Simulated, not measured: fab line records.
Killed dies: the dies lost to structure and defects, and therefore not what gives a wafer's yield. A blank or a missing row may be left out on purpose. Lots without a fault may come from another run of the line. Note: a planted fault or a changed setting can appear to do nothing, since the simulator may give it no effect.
Which tool is to blame?    flow n5Finfet    24 lots with 72 wafers sampled at 6 steps, on a route of 1938 steps

WHAT THE GAUGES SHOWED, per wafer
N5_ZERO_LAYER_INSPECT_20: inspects for defects (darkfield).
lot   measured     on                rawDefectCount
L074  day 1 13:24  defectInspect-01  31 46 22
L075  day 1 19:34  defectInspect-01  41 19 28
L076  day 2 01:26  defectInspect-01  36 31 77
L077  day 2 07:20  defectInspect-02  25 20 20
L078  day 2 13:40  defectInspect-02  25 36 52
L079  day 2 19:29  defectInspect-01  23 24 27
L080  day 3 01:23  defectInspect-02  44 32 29
L081  day 3 07:17  defectInspect-02  33 18 28
L082  day 3 13:24  defectInspect-01  51 19 21
L083  day 3 19:38  defectInspect-02  33 47 15
L084  day 4 01:49  defectInspect-01  65 36 41
L085  day 4 07:56  defectInspect-01  40 37 43
L086  day 4 13:21  defectInspect-02  30 23 35
L087  day 4 19:16  defectInspect-02  29 38 21
L088  day 5 01:25  defectInspect-02  17 42 26
L089  day 5 07:55  defectInspect-01  22 34 22
L090  day 5 13:23  defectInspect-01  13 16 53
L091  day 5 19:24  defectInspect-02  32 30 19
L092  day 6 01:22  defectInspect-01  20 20 16
L093  day 6 07:25  defectInspect-01  18 29 36
L094  day 6 13:28  defectInspect-01  20 38 41
L095  day 6 19:23  defectInspect-01  58 42 34
L096  day 7 01:19  defectInspect-02  28 34 24
L097  day 7 07:23  defectInspect-02  37 55 41

N5_PMOS_HMC_CHANNEL_EPI_INSPECT_11: inspects for defects (macro).
lot   measured     on                rawDefectCount
L074  day 1 17:22  defectInspect-01  2 6 1
L075  day 1 23:40  defectInspect-01  2 2 4
L076  day 2 05:28  defectInspect-02  2 4 0
L077  day 2 11:17  defectInspect-02  5 2 3
L078  day 2 17:48  defectInspect-02  2 6 2
L079  day 2 23:52  defectInspect-02  1 3 5
L080  day 3 05:19  defectInspect-01  0 0 2
L081  day 3 11:29  defectInspect-02  4 2 2
L082  day 3 17:39  defectInspect-01  0 4 1
L083  day 4 00:00  defectInspect-02  0 2 3
L084  day 4 06:31  defectInspect-01  3 4 2
L085  day 4 11:41  defectInspect-02  1 4 2
L086  day 4 17:29  defectInspect-01  1 5 1
L087  day 4 23:47  defectInspect-01  6 3 2
L088  day 5 06:22  defectInspect-01  4 4 1
L089  day 5 12:05  defectInspect-02  1 2 0
L090  day 5 17:19  defectInspect-01  5 0 1
L091  day 5 23:46  defectInspect-02  2 3 3
L092  day 6 05:06  defectInspect-01  2 2 1
L093  day 6 12:01  defectInspect-01  5 1 1
L094  day 6 17:19  defectInspect-01  3 2 0
L095  day 6 23:10  defectInspect-02  1 6 3
L096  day 7 05:40  defectInspect-02  2 1 1
L097  day 7 11:22  defectInspect-01  1 2 3

N5_STI_FIN_REVEAL_THK_MEAS_05.
lot   measured     on            thkNm (nm)
L074  day 2 10:03  filmMetro-02  132.3 131.5 133.2
L075  day 2 16:35  filmMetro-01  130.4 129.3 130.3
L076  day 2 22:28  filmMetro-02  128.7 131.7 130.4
L077  day 3 06:16  filmMetro-02  132.4 131.2 131.6
L078  day 3 12:29  filmMetro-02  131.9 131.7 133.6
L079  day 3 16:07  filmMetro-01  129.5 131.1 129.8
L080  day 3 21:38  filmMetro-01  132.7 133.2 134.3
L081  day 4 07:35  filmMetro-02  132.1 131.6 131.7
L082  day 4 13:11  filmMetro-01  132.0 129.9 130.8
L083  day 4 16:10  filmMetro-02  132.5 133.5 132.2
L084  day 4 22:50  filmMetro-02  131.3 131.8 131.4
L085  day 5 04:01  filmMetro-01  132.5 132.8 133.1
L086  day 5 12:00  filmMetro-01  133.6 131.9 132.3
L087  day 5 16:58  filmMetro-01  133.0 133.5 132.0
L088  day 5 22:24  filmMetro-02  130.9 132.0 131.7
L089  day 6 05:09  filmMetro-02  128.2 131.0 129.1
L090  day 6 12:29  filmMetro-01  131.5 131.6 131.7
L091  day 6 17:50  filmMetro-02  129.8 128.9 130.0
L092  day 6 22:28  filmMetro-02  131.9 131.3 131.8
L093  day 7 03:13  filmMetro-02  132.1 131.4 132.0
L094  day 7 10:43  filmMetro-02  130.5 129.7 131.4
L095  day 7 16:14  filmMetro-02  130.3 132.8 129.8
L096  day 7 21:14  filmMetro-02  129.5 130.0 130.4
L097  day 8 04:19  filmMetro-02  132.4 131.4 133.2

TOOL THAT RAN EACH LOT (tool first, then ch and the chambers of the sampled wafers, then the start)
lot   N5_PMOS_HMC_CHANNEL_EPI_EPI_26  N5_FIN_SAQP_ETCH_51               N5_FIN_CUT_STRIP_22
L074  epiRpcvd-02 ch 0, day 1 20:34   rieDiel-03 ch 2,3, day 1 22:32    rieDiel-02 ch 0,2, day 2 04:22
L075  epiRpcvd-01 ch 0, day 2 02:37   rieDiel-03 ch 1,2, day 2 04:23    rieDiel-02 ch 0,1, day 2 10:23
L076  epiRpcvd-02 ch 0, day 2 08:17   rieDiel-03 ch 0,2, day 2 10:39    rieDiel-05 ch 0,2,3, day 2 16:10
L077  epiRpcvd-04 ch 0, day 2 14:43   rieDiel-03 ch 0,1,3, day 2 17:10  rieDiel-04 ch 0,1,3, day 2 22:32
L078  epiRpcvd-02 ch 0, day 2 20:39   rieDiel-01 ch 0,1, day 2 22:55    rieDiel-04 ch 0,1,3, day 3 06:32
L079  epiRpcvd-02 ch 0, day 3 02:16   rieDiel-06 ch 0,1,3, day 3 04:07  rieDiel-02 ch 0,2,3, day 3 10:32
L080  epiRpcvd-02 ch 0, day 3 07:43   rieDiel-06 ch 0,1,2, day 3 09:47  rieDiel-05 ch 0,1, day 3 15:42
L081  epiRpcvd-04 ch 0, day 3 13:56   rieDiel-01 ch 1,3, day 3 16:14    rieDiel-02 ch 1,2,3, day 4 01:50
L082  epiRpcvd-02 ch 0, day 3 20:32   rieDiel-03 ch 2,3, day 3 23:28    rieDiel-02 ch 1,3, day 4 07:32
L083  epiRpcvd-01 ch 0, day 4 02:25   rieDiel-03 ch 2,3, day 4 04:38    rieDiel-02 ch 0,2,3, day 4 10:31
L084  epiRpcvd-02 ch 0, day 4 09:48   rieDiel-03 ch 1,3, day 4 11:28    rieDiel-05 ch 1,2,3, day 4 17:15
L085  epiRpcvd-01 ch 0, day 4 14:43   rieDiel-06 ch 1,2, day 4 16:47    rieDiel-04 ch 0,1, day 4 22:24
L086  epiRpcvd-02 ch 0, day 4 20:18   rieDiel-01 ch 2,3, day 4 22:55    rieDiel-04 ch 0,3, day 5 06:20
L087  epiRpcvd-01 ch 0, day 5 02:19   rieDiel-06 ch 0,2, day 5 05:01    rieDiel-05 ch 1,3, day 5 11:22
L088  epiRpcvd-02 ch 0, day 5 09:19   rieDiel-01 ch 0,2, day 5 11:13    rieDiel-05 ch 0,3, day 5 16:50
L089  epiRpcvd-01 ch 0, day 5 14:29   rieDiel-06 ch 1,2,3, day 5 16:32  rieDiel-02 ch 0,1,2, day 5 23:02
L090  epiRpcvd-02 ch 0, day 5 21:09   rieDiel-06 ch 0,1, day 5 23:29    rieDiel-02 ch 0,1, day 6 06:53
L091  epiRpcvd-04 ch 0, day 6 02:11   rieDiel-06 ch 1,2,3, day 6 05:22  rieDiel-04 ch 0,1,3, day 6 11:16
L092  epiRpcvd-04 ch 0, day 6 07:35   rieDiel-03 ch 1,2,3, day 6 09:19  rieDiel-05 ch 0,2,3, day 6 16:52
L093  epiRpcvd-02 ch 0, day 6 14:28   rieDiel-01 ch 0,2,3, day 6 16:16  rieDiel-04 ch 0,1,2, day 6 21:38
L094  epiRpcvd-01 ch 0, day 6 19:51   rieDiel-03 ch 0,1,2, day 6 21:38  rieDiel-02 ch 0,2,3, day 7 03:40
L095  epiRpcvd-01 ch 0, day 7 01:45   rieDiel-01 ch 0,2,3, day 7 04:26  rieDiel-04 ch 0,2,3, day 7 10:27
L096  epiRpcvd-02 ch 0, day 7 08:10   rieDiel-01 ch 0,1,2, day 7 10:07  rieDiel-04 ch 0,1,3, day 7 15:35
L097  epiRpcvd-02 ch 0, day 7 13:47   rieDiel-03 ch 0,1, day 7 15:45    rieDiel-02 ch 0,2,3, day 7 22:38
- N5_PMOS_HMC_CHANNEL_EPI_EPI_26: deposits Si from SiH4/H2, target thk 3.8 nm, time 22.7 s.
- N5_FIN_SAQP_ETCH_51: etches SiARC in CF4, target depth 45.5 nm, time 75.8 s.
- N5_FIN_CUT_STRIP_22: strips in N2/H2.

WHAT THE TOOLS THEMSELVES READ (means of the sampled wafers that have a number; where no wafer has one, the mark that the record gives instead)
N5_PMOS_HMC_CHANNEL_EPI_EPI_26.
lot   tool         chamberPressureTorr (Torr)  susceptor_temp_C_max  throttleValvePct (%)
L074  epiRpcvd-02  19.99                       651.8                 11.1
L075  epiRpcvd-01  20.04                       650.7                 10.7
L076  epiRpcvd-02  19.98                       651.4                 11.2
L077  epiRpcvd-04  20.02                       652.1                 11.7
L078  epiRpcvd-02  20.02                       651.2                 11.1
L079  epiRpcvd-02  19.97                       652.2                 11.1
L080  epiRpcvd-02  20.04                       651.5                 11.3
L081  epiRpcvd-04  19.97                       652.4                 11.8
L082  epiRpcvd-02  19.95                       652.1                 11.1
L083  epiRpcvd-01  20.00                       651.3                 10.7
L084  epiRpcvd-02  20.02                       651.6                 11.2
L085  epiRpcvd-01  19.94                       651.1                 10.8
L086  epiRpcvd-02  19.94                       652.0                 11.2
L087  epiRpcvd-01  19.92                       651.0                 10.7
L088  epiRpcvd-02  19.96                       651.3                 11.0
L089  epiRpcvd-01  20.00                       651.4                 10.8
L090  epiRpcvd-02  20.01                       651.5                 11.2
L091  epiRpcvd-04  20.06                       651.4                 11.6
L092  epiRpcvd-04  19.97                       652.1                 11.6
L093  epiRpcvd-02  20.03                       652.2                 11.2
L094  epiRpcvd-01  20.01                       651.4                 10.7
L095  epiRpcvd-01  19.98                       651.1                 10.7
L096  epiRpcvd-02  19.98                       651.4                 11.3
L097  epiRpcvd-02  20.02                       651.6                 11.2

N5_FIN_SAQP_ETCH_51.
lot   tool        drypumpMotorCurrentA (A)  etchRfOnTimeS (s)  oesProductAu (a.u.)  rfFwdPowerW (W)  rfVppV (V)  showerheadPlenumPTorr (Torr)  throttleValvePct (%)
L074  rieDiel-03  5.6                       74.7               0.63                 536.6            184.1       2.14                          15.67
L075  rieDiel-03  5.5                       75.7               0.59                 541.7            184.2       2.16                          15.93
L076  rieDiel-03  5.5                       76.7               0.60                 541.5            184.7       2.20                          15.98
L077  rieDiel-03  5.9                       74.4               0.61                 537.5            184.1       2.14                          15.85
L078  rieDiel-01  6.6                       76.0               0.67                 540.4            185.2       2.20                          15.59
L079  rieDiel-06  5.6                       75.4               0.66                 539.7            183.6       2.14                          15.74
L080  rieDiel-06  5.6                       77.7               0.63                 539.9            183.6       2.16                          15.71
L081  rieDiel-01  5.8                       74.3               0.69                 537.5            184.5       2.15                          15.52
L082  rieDiel-03  5.6                       74.7               0.61                 538.7            184.0       2.14                          15.72
L083  rieDiel-03  5.6                       74.3               0.61                 537.2            183.5       2.14                          15.73
L084  rieDiel-03  5.9                       75.4               0.77                 537.5            182.8       2.11                          15.51
L085  rieDiel-06  5.9                       74.9               0.76                 537.6            185.2       2.26                          15.45
L086  rieDiel-01  5.4                       74.7               0.62                 538.0            184.5       2.13                          15.75
L087  rieDiel-06  5.4                       76.3               0.63                 539.6            184.5       2.22                          15.78
L088  rieDiel-01  6.2                       75.8               0.60                 539.0            183.9       2.17                          15.85
L089  rieDiel-06  5.8                       73.9               0.70                 538.3            184.7       2.21                          15.71
L090  rieDiel-06  5.7                       75.3               0.77                 539.1            186.3       2.27                          15.39
L091  rieDiel-06  5.8                       73.8               0.69                 538.7            185.6       2.21                          15.70
L092  rieDiel-03  5.7                       75.2               0.73                 538.0            184.2       2.13                          15.53
L093  rieDiel-01  5.8                       75.2               0.61                 537.4            183.8       2.15                          15.82
L094  rieDiel-03  5.8                       75.8               0.80                 538.5            184.8       2.16                          15.52
L095  rieDiel-01  5.8                       75.2               0.60                 538.2            184.0       2.14                          15.82
L096  rieDiel-01  6.1                       75.0               0.65                 538.2            184.5       2.16                          15.65
L097  rieDiel-03  5.9                       75.3               0.79                 540.9            185.1       2.16                          15.58

N5_FIN_CUT_STRIP_22.
lot   tool        drypumpMotorCurrentA (A)  h2FlowSccm (sccm)  oesProductAu (a.u.)  rfVppV (V)  showerheadPlenumPTorr (Torr)  throttleValvePct (%)
L074  rieDiel-02  6.2                       300.0              0.85                 52.2        3.34                          19.1
L075  rieDiel-02  5.4                       299.5              0.72                 54.5        3.23                          19.3
L076  rieDiel-05  6.1                       300.1              0.75                 53.1        3.36                          19.2
L077  rieDiel-04  5.4                       299.8              0.70                 54.7        3.37                          19.1
L078  rieDiel-04  5.4                       299.9              0.70                 54.0        3.37                          19.1
L079  rieDiel-02  6.1                       299.6              0.81                 52.2        3.33                          19.0
L080  rieDiel-05  5.5                       299.8              0.75                 55.7        3.40                          19.2
L081  rieDiel-02  6.5                       299.8              0.80                 54.7        3.37                          19.2
L082  rieDiel-02  6.3                       300.1              0.74                 55.3        3.34                          19.5
L083  rieDiel-02  6.1                       300.0              0.80                 54.4        3.32                          19.0
L084  rieDiel-05  6.2                       299.4              0.87                 55.4        3.27                          18.8
L085  rieDiel-04  5.4                       299.8              0.69                 55.5        3.46                          19.6
L086  rieDiel-04  5.4                       300.3              0.68                 55.6        3.35                          19.2
L087  rieDiel-05  5.9                       298.9              0.80                 53.6        3.25                          18.9
L088  rieDiel-05  6.1                       300.7              0.79                 56.5        3.33                          19.2
L089  rieDiel-02  6.0                       300.1              0.75                 53.7        3.30                          19.4
L090  rieDiel-02  5.8                       300.1              0.70                 55.9        3.26                          19.6
L091  rieDiel-04  5.4                       299.9              0.68                 54.1        3.35                          19.2
L092  rieDiel-05  6.1                       300.3              0.82                 55.5        3.34                          19.1
L093  rieDiel-04  5.5                       299.9              0.68                 54.1        3.45                          19.3
L094  rieDiel-02  6.1                       300.3              0.78                 55.3        3.31                          19.0
L095  rieDiel-04  5.5                       300.1              0.79                 53.3        3.48                          18.8
L096  rieDiel-04  5.4                       299.3              0.78                 54.2        3.49                          19.0
L097  rieDiel-02  6.1                       300.8              0.77                 54.4        3.31                          19.0

THE ANSWER, worked out from the rows above alone
Rule: the lots themselves supply what counts as usual. Put in order of their means at a reading, lots are off if they are a third of the lots or fewer, leave a main group of 4 or more, and stand apart from it by a gap of 3 or more times the standard deviation of the main group's means; of several such gaps the widest counts. Not used: any main group whose means are identical at the precision the tables above print for the reading. Also off: a lot with no number at a reading for which 4 or more lots have one. The other lots that the step has rows for count as sound. Order of review: gauges by route order, followed by the tools' own readings, for which a lot's mean as printed above is used. At the first step where some lot is off, the reading lying furthest off is the one used; lots without a number count as furthest.
None of the lots is off at any reading shown; this tells nothing.

WHAT WAS PUT IN BY THE SIMULATOR
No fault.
